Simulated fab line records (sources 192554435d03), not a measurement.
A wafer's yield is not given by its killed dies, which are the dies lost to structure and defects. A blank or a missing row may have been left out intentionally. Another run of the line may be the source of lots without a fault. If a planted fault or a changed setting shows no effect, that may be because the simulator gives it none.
Matching of chambers / flow n5Finfet / aldSin-04 running N5_MOL_CONTACT_COAG_ALD_133: 4 sister chambers
The step deposits SiO2, target thk 5 nm, pulse time 1 s, co reactant pulse time 1 s. 4 wafers are shown with their chamber, then 12 later ones without.

== EACH WAFER AND ITS CHAMBER ==
wafer=L088.6; chamber=2; heaterPowerW (W)=87
wafer=L090.1; chamber=0; heaterPowerW (W)=81
wafer=L090.2; chamber=3; heaterPowerW (W)=84
wafer=L090.3; chamber=1; heaterPowerW (W)=81

== WAFERS WITH NO CHAMBER GIVEN ==
wafer=L090.4; heaterPowerW (W)=86
wafer=L090.5; heaterPowerW (W)=85
wafer=L090.6; heaterPowerW (W)=84
wafer=L091.1; heaterPowerW (W)=85
wafer=L091.3; heaterPowerW (W)=81
wafer=L091.4; heaterPowerW (W)=86
wafer=L093.1; heaterPowerW (W)=84
wafer=L093.4; heaterPowerW (W)=79
wafer=L093.5; heaterPowerW (W)=83
wafer=L096.4; heaterPowerW (W)=86
wafer=L096.5; heaterPowerW (W)=79
wafer=L096.6; heaterPowerW (W)=81

== EACH ONE'S CHAMBER ==
wafer=L090.4; from the rows above=can't be placed: 2 or 3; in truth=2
wafer=L090.5; from the rows above=can't be placed: 3 or 2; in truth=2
wafer=L090.6; from the rows above=3; in truth=3
wafer=L091.1; from the rows above=can't be placed: 3 or 2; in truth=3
wafer=L091.3; from the rows above=can't be placed: 0 or 1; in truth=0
wafer=L091.4; from the rows above=can't be placed: 2 or 3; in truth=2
wafer=L093.1; from the rows above=3; in truth=3
wafer=L093.4; from the rows above=can't be placed: 0 or 1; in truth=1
wafer=L093.5; from the rows above=can't be placed: 3 or 0 or 1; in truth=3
wafer=L096.4; from the rows above=can't be placed: 2 or 3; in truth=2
wafer=L096.5; from the rows above=can't be placed: 0 or 1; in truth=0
wafer=L096.6; from the rows above=can't be placed: 0 or 1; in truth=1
2 of 12 placed correctly. Can't be placed from these rows: 10 (the true chamber is among the candidates in 10). 0 placed wrongly.
How it was worked out, from the rows above alone: a wafer's distance from a chamber is the root of the sum, over the readings, of the square of ((its reading less the chamber's mean) divided by the reading's scatter). If the next closest chamber is less than 2 further off than the closest, the wafer can't be placed; otherwise it belongs to the closest. For every chamber, the mean is computed from those of its wafers that are shown. The scatter (one wafer shown for each chamber): square how far every hidden wafer sits from the nearest shown wafer, average those squares and take the square root.
